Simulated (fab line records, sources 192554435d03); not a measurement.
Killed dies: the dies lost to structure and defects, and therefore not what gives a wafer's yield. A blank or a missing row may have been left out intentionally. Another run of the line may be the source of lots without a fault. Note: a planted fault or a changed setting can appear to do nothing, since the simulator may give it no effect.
Matching of chambers / flow n5Finfet / 4 sister chambers for N5_BEOL_M6_ETCH_62 on rieDiel-04
The step etches SOC in N2/H2, target depth 110 nm, overetch 22 nm, time 165 s. 4 wafers are shown with their chamber, then 8 later ones without.

== WAFERS WITH THEIR CHAMBER ==
wafer=L085.2; chamber=3; drypumpMotorCurrentA (A)=5.4
wafer=L089.1; chamber=0; drypumpMotorCurrentA (A)=5.5
wafer=L089.6; chamber=1; drypumpMotorCurrentA (A)=4.7
wafer=L094.1; chamber=2; drypumpMotorCurrentA (A)=5.7

== WAFERS WHOSE CHAMBER IS MISSING ==
wafer=L094.2; drypumpMotorCurrentA (A)=5.4
wafer=L094.3; drypumpMotorCurrentA (A)=5.5
wafer=L095.2; drypumpMotorCurrentA (A)=5.5
wafer=L095.3; drypumpMotorCurrentA (A)=4.8
wafer=L095.6; drypumpMotorCurrentA (A)=5.6
wafer=L096.1; drypumpMotorCurrentA (A)=5.5
wafer=L096.3; drypumpMotorCurrentA (A)=5.6
wafer=L096.5; drypumpMotorCurrentA (A)=5.5

== WHICH CHAMBER EACH WENT THROUGH ==
wafer=L094.2; from the rows above=can't be placed: 3 or 0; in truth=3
wafer=L094.3; from the rows above=can't be placed: 0 or 3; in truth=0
wafer=L095.2; from the rows above=can't be placed: 0 or 3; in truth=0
wafer=L095.3; from the rows above=1; in truth=1
wafer=L095.6; from the rows above=can't be placed: 0 or 2 or 3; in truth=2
wafer=L096.1; from the rows above=can't be placed: 0 or 3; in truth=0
wafer=L096.3; from the rows above=can't be placed: 0 or 2 or 3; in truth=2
wafer=L096.5; from the rows above=can't be placed: 0 or 3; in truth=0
1 of 8 placed correctly. From these rows, 7 cannot be placed; in 7 the true chamber is one of the candidates. Placed wrongly: 0.
How it was worked out, from the rows above alone: a wafer's distance from a chamber is the root of the sum, over the readings, of the square of ((its reading less the chamber's mean) divided by the reading's scatter). If the next closest chamber is less than 2 further off than the closest, the wafer can't be placed; otherwise it belongs to the closest. Each chamber's mean is taken over the wafers shown for it. The scatter: with one shown wafer a chamber, the root of the mean of the squares of how far each hidden wafer lies from its nearest shown one.
